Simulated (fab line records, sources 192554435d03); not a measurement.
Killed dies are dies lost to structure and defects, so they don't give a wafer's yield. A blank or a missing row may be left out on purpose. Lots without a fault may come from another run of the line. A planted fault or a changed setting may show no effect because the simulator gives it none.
Which tool did it? | flow n5_finfet | 24 lots, 72 wafers sampled, at 5 steps of a route of 1938

WHAT THE GAUGES READ, wafer by wafer
N5_BEOL_M4_CD_MEAS_18: pitch 36 nm, target cd 18 nm. Usual: cd_nm 18.04 nm, standard deviation 0.25.
lot  | measured     | on        | cd_nm (nm)        | flag
L075 | day 7 13:30  | cd_sem-02 | 17.69 18.34 18.67 |
L074 | day 7 14:56  | cd_sem-03 | 18.49 18.10 18.40 |
L076 | day 7 19:52  | cd_sem-01 | 18.15 18.29 17.92 |
L077 | day 8 05:15  | cd_sem-02 | 18.06 18.11 18.33 |
L078 | day 8 09:23  | cd_sem-03 | 18.07 17.96 17.93 |
L079 | day 8 17:16  | cd_sem-01 | 17.92 18.23 18.12 |
L080 | day 8 21:50  | cd_sem-02 | 17.92 18.55 18.27 |
L081 | day 9 12:09  | cd_sem-02 | 17.97 18.03 17.92 |
L083 | day 9 12:52  | cd_sem-03 | 17.96 18.28 17.74 |
L082 | day 9 14:58  | cd_sem-02 | 17.78 18.00 17.97 |
L084 | day 9 17:00  | cd_sem-03 | 17.93 17.60 17.75 |
L085 | day 10 08:45 | cd_sem-01 | 17.85 18.29 18.39 |
L086 | day 10 15:10 | cd_sem-01 | 17.92 17.84 18.49 |
L087 | day 10 17:35 | cd_sem-02 | 18.07 18.13 18.68 |
L089 | day 11 04:52 | cd_sem-03 | 18.23 18.10 18.00 |
L088 | day 11 04:58 | cd_sem-02 | 17.80 18.33 18.15 |
L091 | day 11 16:16 | cd_sem-01 | 17.50 18.35 17.70 |
L092 | day 11 21:52 | cd_sem-03 | 18.12 18.14 18.22 |
L090 | day 11 23:08 | cd_sem-02 | 17.35 17.79 17.84 |
L093 | day 12 21:44 | cd_sem-02 | 18.16 17.71 17.87 |
L095 | day 13 01:14 | cd_sem-02 | 17.74 18.09 17.90 |
L094 | day 13 01:31 | cd_sem-02 | 18.17 17.91 18.04 |
L096 | day 13 01:38 | cd_sem-03 | 17.85 17.72 17.30 |
L097 | day 13 02:49 | cd_sem-01 | 17.91 18.08 18.18 |

WHICH TOOL RAN EACH LOT (tool, then ch and the chambers of the sampled wafers, then the start)
lot  | N5_BEOL_M3_ANNEAL_82         | N5_BEOL_M3_SPUTTER_88        | N5_BEOL_M4_ETCH_64                 | N5_BEOL_M4_STRIP_66
L075 | pvd_sputter-01, day 7 08:29  | pvd_sputter-01, day 7 08:50  | rie_diel-02 ch 0,2,3, day 7 13:09  | rie_diel-02 ch 0,2,3, day 7 13:17
L074 | pvd_sputter-02, day 7 10:43  | pvd_sputter-02, day 7 11:05  | rie_diel-06 ch 1,2, day 7 14:28    | rie_diel-06 ch 1,2, day 7 14:36
L076 | pvd_sputter-01, day 7 14:44  | pvd_sputter-01, day 7 15:05  | rie_diel-06 ch 0,2, day 7 19:30    | rie_diel-06 ch 0,2, day 7 19:38
L077 | pvd_sputter-03, day 8 01:23  | pvd_sputter-03, day 8 01:45  | rie_diel-04 ch 0,1,2, day 8 04:53  | rie_diel-04 ch 0,1,2, day 8 05:01
L078 | pvd_sputter-01, day 8 04:49  | pvd_sputter-01, day 8 05:10  | rie_diel-04 ch 1,2,3, day 8 09:02  | rie_diel-04 ch 1,2,3, day 8 09:10
L079 | pvd_sputter-01, day 8 12:37  | pvd_sputter-01, day 8 12:58  | rie_diel-02 ch 1,2,3, day 8 16:49  | rie_diel-02 ch 1,2,3, day 8 16:56
L080 | pvd_sputter-02, day 8 17:25  | pvd_sputter-02, day 8 17:47  | rie_diel-02 ch 0,1,3, day 8 21:24  | rie_diel-02 ch 0,1,3, day 8 21:32
L081 | pvd_sputter-03, day 9 06:02  | pvd_sputter-03, day 9 06:23  | rie_diel-06 ch 0,2,3, day 9 11:46  | rie_diel-06 ch 0,2,3, day 9 11:54
L083 | pvd_sputter-03, day 9 09:10  | pvd_sputter-03, day 9 09:32  | rie_diel-06 ch 0,1,3, day 9 12:31  | rie_diel-06 ch 0,1,3, day 9 12:38
L082 | pvd_sputter-01, day 9 09:16  | pvd_sputter-01, day 9 09:38  | rie_diel-06 ch 0,1,2, day 9 14:37  | rie_diel-06 ch 0,1,2, day 9 14:45
L084 | pvd_sputter-02, day 9 12:26  | pvd_sputter-02, day 9 12:48  | rie_diel-04 ch 0,1,3, day 9 16:34  | rie_diel-04 ch 0,1,3, day 9 16:41
L085 | pvd_sputter-03, day 10 04:46 | pvd_sputter-03, day 10 05:08 | rie_diel-06 ch 2,3, day 10 08:08   | rie_diel-06 ch 2,3, day 10 08:16
L086 | pvd_sputter-02, day 10 11:20 | pvd_sputter-02, day 10 11:41 | rie_diel-06 ch 2,3, day 10 14:38   | rie_diel-06 ch 2,3, day 10 14:46
L087 | pvd_sputter-01, day 10 11:59 | pvd_sputter-01, day 10 12:20 | rie_diel-06 ch 1,3, day 10 17:07   | rie_diel-06 ch 1,3, day 10 17:14
L089 | pvd_sputter-02, day 11 00:34 | pvd_sputter-02, day 11 00:55 | rie_diel-06 ch 1,2, day 11 04:18   | rie_diel-06 ch 1,2, day 11 04:26
L088 | pvd_sputter-03, day 11 00:37 | pvd_sputter-03, day 11 00:59 | rie_diel-04 ch 0,1,3, day 11 04:34 | rie_diel-04 ch 0,1,3, day 11 04:42
L091 | pvd_sputter-01, day 11 11:36 | pvd_sputter-01, day 11 11:58 | rie_diel-06 ch 0,1, day 11 15:46   | rie_diel-06 ch 0,1, day 11 15:55
L092 | pvd_sputter-02, day 11 18:21 | pvd_sputter-02, day 11 18:43 | rie_diel-02 ch 0,2, day 11 21:31   | rie_diel-02 ch 0,2, day 11 21:39
L090 | pvd_sputter-01, day 11 18:29 | pvd_sputter-01, day 11 18:51 | rie_diel-06 ch 0,1,2, day 11 22:46 | rie_diel-06 ch 0,1,2, day 11 22:54
L093 | pvd_sputter-03, day 12 18:02 | pvd_sputter-03, day 12 18:23 | rie_diel-06 ch 1,2, day 12 21:23   | rie_diel-06 ch 1,2, day 12 21:31
L095 | pvd_sputter-01, day 12 20:56 | pvd_sputter-01, day 12 21:18 | rie_diel-06 ch 0,1,3, day 13 00:53 | rie_diel-06 ch 0,1,3, day 13 01:01
L094 | pvd_sputter-03, day 12 21:07 | pvd_sputter-03, day 12 21:29 | rie_diel-04 ch 0,2,3, day 13 01:08 | rie_diel-04 ch 0,2,3, day 13 01:17
L096 | pvd_sputter-02, day 12 21:16 | pvd_sputter-02, day 12 21:37 | rie_diel-06 ch 1,2,3, day 13 01:17 | rie_diel-06 ch 1,2,3, day 13 01:25
L097 | pvd_sputter-01, day 12 22:47 | pvd_sputter-01, day 12 23:08 | rie_diel-06 ch 0,1, day 13 02:23   | rie_diel-06 ch 0,1, day 13 02:31
- N5_BEOL_M3_ANNEAL_82: time 240 s.
- N5_BEOL_M3_SPUTTER_88: material Cu, target thk 4.5 nm, time 8.29 s.
- N5_BEOL_M4_ETCH_64: etches SOC in N2/H2, target depth 75 nm, overetch 22.5 nm, time 121.9 s.
- N5_BEOL_M4_STRIP_66: strips in CF4.

WHAT THE TOOLS THEMSELVES READ (means of the sampled wafers that have a number; where no wafer has one, the mark that the record gives instead)
N5_BEOL_M3_ANNEAL_82. Usual: heater_power_w 857 W, standard deviation 110.
lot  | tool           | heater_power_w (W) | flag
L075 | pvd_sputter-01 | 894                |
L074 | pvd_sputter-02 | 931                |
L076 | pvd_sputter-01 | 887                |
L077 | pvd_sputter-03 | 792                |
L078 | pvd_sputter-01 | 823                |
L079 | pvd_sputter-01 | 865                |
L080 | pvd_sputter-02 | 943                |
L081 | pvd_sputter-03 | 787                |
L083 | pvd_sputter-03 | 799                |
L082 | pvd_sputter-01 | 943                |
L084 | pvd_sputter-02 | 816                |
L085 | pvd_sputter-03 | 776                |
L086 | pvd_sputter-02 | 949                |
L087 | pvd_sputter-01 | 822                |
L089 | pvd_sputter-02 | 822                |
L088 | pvd_sputter-03 | 810                |
L091 | pvd_sputter-01 | 846                |
L092 | pvd_sputter-02 | 827                |
L090 | pvd_sputter-01 | 869                |
L093 | pvd_sputter-03 | 765                |
L095 | pvd_sputter-01 | 884                |
L094 | pvd_sputter-03 | 815                |
L096 | pvd_sputter-02 | 971                |
L097 | pvd_sputter-01 | 806                |

N5_BEOL_M3_SPUTTER_88. Usual: chuck_sensor_temp_C -16.3 C, standard deviation 0.7; throttle_valve_pct 30.1 %, standard deviation 0.44.
lot  | tool           | chuck_sensor_temp_C (C) | throttle_valve_pct (%) | flag
L075 | pvd_sputter-01 | -16.2                   | 30.0                   |
L074 | pvd_sputter-02 | -16.8                   | 30.1                   |
L076 | pvd_sputter-01 | -16.5                   | 29.8                   |
L077 | pvd_sputter-03 | -15.5                   | 30.1                   |
L078 | pvd_sputter-01 | -16.0                   | 30.4                   |
L079 | pvd_sputter-01 | -16.6                   | 30.2                   |
L080 | pvd_sputter-02 | -17.0                   | 30.1                   |
L081 | pvd_sputter-03 | -15.5                   | 30.2                   |
L083 | pvd_sputter-03 | -15.6                   | 30.2                   |
L082 | pvd_sputter-01 | -16.7                   | 29.6                   |
L084 | pvd_sputter-02 | -17.0                   | 29.9                   |
L085 | pvd_sputter-03 | -15.9                   | 30.0                   |
L086 | pvd_sputter-02 | -16.1                   | 30.5                   |
L087 | pvd_sputter-01 | -16.0                   | 30.3                   |
L089 | pvd_sputter-02 | -17.1                   | 29.8                   |
L088 | pvd_sputter-03 | -15.6                   | 30.1                   |
L091 | pvd_sputter-01 | -16.3                   | 30.2                   |
L092 | pvd_sputter-02 | -17.1                   | 29.9                   |
L090 | pvd_sputter-01 | -16.6                   | 30.1                   |
L093 | pvd_sputter-03 | -15.9                   | 30.1                   |
L095 | pvd_sputter-01 | -16.6                   | 30.0                   |
L094 | pvd_sputter-03 | -15.7                   | 29.9                   |
L096 | pvd_sputter-02 | -16.3                   | 30.5                   |
L097 | pvd_sputter-01 | -16.2                   | 30.6                   |

N5_BEOL_M4_ETCH_64. Usual: drypump_motor_current_A 5.6 A, standard deviation 0.49; oes_product_au 0.62 a.u., standard deviation 0.065; rf_vpp_V 523.8 V, standard deviation 1.8; showerhead_plenum_p_Torr 2.54 Torr, standard deviation 0.062; throttle_valve_pct 17.79 %, standard deviation 0.19.
lot  | tool        | drypump_motor_current_A (A) | oes_product_au (a.u.) | rf_vpp_V (V) | showerhead_plenum_p_Torr (Torr) | throttle_valve_pct (%) | flag
L075 | rie_diel-02 | 5.3                         | 0.60                  | 524.7        | 2.56                            | 17.90                  |
L074 | rie_diel-06 | 5.5                         | 0.69                  | 524.0        | 2.56                            | 17.72                  |
L076 | rie_diel-06 | 5.9                         | 0.59                  | 522.9        | 2.51                            | 17.80                  |
L077 | rie_diel-04 | 5.7                         | 0.62                  | 524.6        | 2.56                            | 17.59                  |
L078 | rie_diel-04 | 5.4                         | 0.61                  | 524.1        | 2.55                            | 17.79                  |
L079 | rie_diel-02 | 5.9                         | 0.66                  | 524.4        | 2.58                            | 17.77                  |
L080 | rie_diel-02 | 5.9                         | 0.69                  | 526.0        | 2.63                            | 17.63                  |
L081 | rie_diel-06 | 5.6                         | 0.57                  | 522.4        | 2.51                            | 17.91                  |
L083 | rie_diel-06 | 5.4                         | 0.58                  | 524.4        | 2.55                            | 17.90                  |
L082 | rie_diel-06 | 5.7                         | 0.61                  | 523.9        | 2.53                            | 17.79                  |
L084 | rie_diel-04 | 5.8                         | 0.58                  | 524.3        | 2.55                            | 17.72                  |
L085 | rie_diel-06 | 5.4                         | 0.57                  | 523.0        | 2.50                            | 18.01                  |
L086 | rie_diel-06 | 5.7                         | 0.59                  | 522.1        | 2.48                            | 17.89                  |
L087 | rie_diel-06 | 5.2                         | 0.62                  | 524.0        | 2.57                            | 17.87                  |
L089 | rie_diel-06 | 5.6                         | 0.64                  | 524.7        | 2.55                            | 17.76                  |
L088 | rie_diel-04 | 5.8                         | 0.57                  | 523.7        | 2.54                            | 17.76                  |
L091 | rie_diel-06 | 5.5                         | 0.61                  | 524.2        | 2.56                            | 17.81                  |
L092 | rie_diel-02 | 5.0                         | 0.65                  | 526.7        | 2.66                            | 17.80                  |
L090 | rie_diel-06 | 5.7                         | 0.59                  | 523.3        | 2.52                            | 17.83                  |
L093 | rie_diel-06 | 5.8                         | 0.62                  | 523.0        | 2.51                            | 17.81                  |
L095 | rie_diel-06 | 5.3                         | 0.63                  | 523.6        | 2.53                            | 17.80                  |
L094 | rie_diel-04 | 5.7                         | 0.60                  | 524.0        | 2.55                            | 17.62                  |
L096 | rie_diel-06 | 5.5                         | 0.66                  | 524.0        | 2.52                            | 17.77                  |
L097 | rie_diel-06 | 5.5                         | 0.60                  | 524.7        | 2.56                            | 17.82                  |

N5_BEOL_M4_STRIP_66. Usual: drypump_motor_current_A 5.6 A, standard deviation 0.49; oes_product_au 0.80 a.u., standard deviation 0.085; rf_vpp_V 271.1 V, standard deviation 1.2; showerhead_plenum_p_Torr 1.79 Torr, standard deviation 0.043; throttle_valve_pct 13.52 %, standard deviation 0.19.
lot  | tool        | drypump_motor_current_A (A) | oes_product_au (a.u.) | rf_vpp_V (V) | showerhead_plenum_p_Torr (Torr) | throttle_valve_pct (%) | flag
L075 | rie_diel-02 | 5.3                         | 0.78                  | 271.3        | 1.80                            | 13.63                  |
L074 | rie_diel-06 | 5.6                         | 0.89                  | 271.2        | 1.80                            | 13.42                  |
L076 | rie_diel-06 | 5.9                         | 0.76                  | 271.5        | 1.77                            | 13.55                  |
L077 | rie_diel-04 | 5.6                         | 0.81                  | 271.3        | 1.80                            | 13.35                  |
L078 | rie_diel-04 | 5.4                         | 0.79                  | 271.8        | 1.80                            | 13.50                  |
L079 | rie_diel-02 | 5.8                         | 0.85                  | 270.8        | 1.82                            | 13.45                  |
L080 | rie_diel-02 | 5.9                         | 0.90                  | 272.9        | 1.85                            | 13.33                  |
L081 | rie_diel-06 | 5.6                         | 0.74                  | 270.6        | 1.76                            | 13.65                  |
L083 | rie_diel-06 | 5.4                         | 0.76                  | 271.6        | 1.79                            | 13.65                  |
L082 | rie_diel-06 | 5.7                         | 0.81                  | 271.3        | 1.78                            | 13.52                  |
L084 | rie_diel-04 | 5.7                         | 0.76                  | 270.7        | 1.80                            | 13.47                  |
L085 | rie_diel-06 | 5.4                         | 0.74                  | 270.1        | 1.76                            | 13.73                  |
L086 | rie_diel-06 | 5.7                         | 0.78                  | 269.9        | 1.75                            | 13.59                  |
L087 | rie_diel-06 | 5.2                         | 0.81                  | 271.0        | 1.80                            | 13.61                  |
L089 | rie_diel-06 | 5.6                         | 0.84                  | 271.7        | 1.79                            | 13.48                  |
L088 | rie_diel-04 | 5.7                         | 0.75                  | 270.8        | 1.79                            | 13.51                  |
L091 | rie_diel-06 | 5.5                         | 0.79                  | 271.2        | 1.80                            | 13.57                  |
L092 | rie_diel-02 | 5.0                         | 0.85                  | 273.1        | 1.87                            | 13.52                  |
L090 | rie_diel-06 | 5.7                         | 0.78                  | 271.2        | 1.78                            | 13.58                  |
L093 | rie_diel-06 | 5.8                         | 0.81                  | 270.7        | 1.76                            | 13.50                  |
L095 | rie_diel-06 | 5.4                         | 0.82                  | 270.9        | 1.78                            | 13.53                  |
L094 | rie_diel-04 | 5.6                         | 0.78                  | 271.7        | 1.80                            | 13.40                  |
L096 | rie_diel-06 | 5.5                         | 0.86                  | 270.7        | 1.77                            | 13.45                  |
L097 | rie_diel-06 | 5.5                         | 0.78                  | 271.3        | 1.80                            | 13.60                  |

THE ANSWER, worked out from the rows above alone
Rule: a lot is off if the mean of its wafers that have a number lies more than 3 standard deviations from the usual mean. A lot without any number at a reading at which 4 lots or more have one is off too. The other lots that the step has rows for count as sound. The gauges are gone through in route order, then the tools' own readings, and for those a lot's mean is taken as printed above. The first step at which some lot is off is used, and at that step the reading that is off furthest; a lot without a number counts as furthest.
No lot is off at any reading shown: from this, nothing can be told.

WHAT THE SIMULATOR HAD PUT IN
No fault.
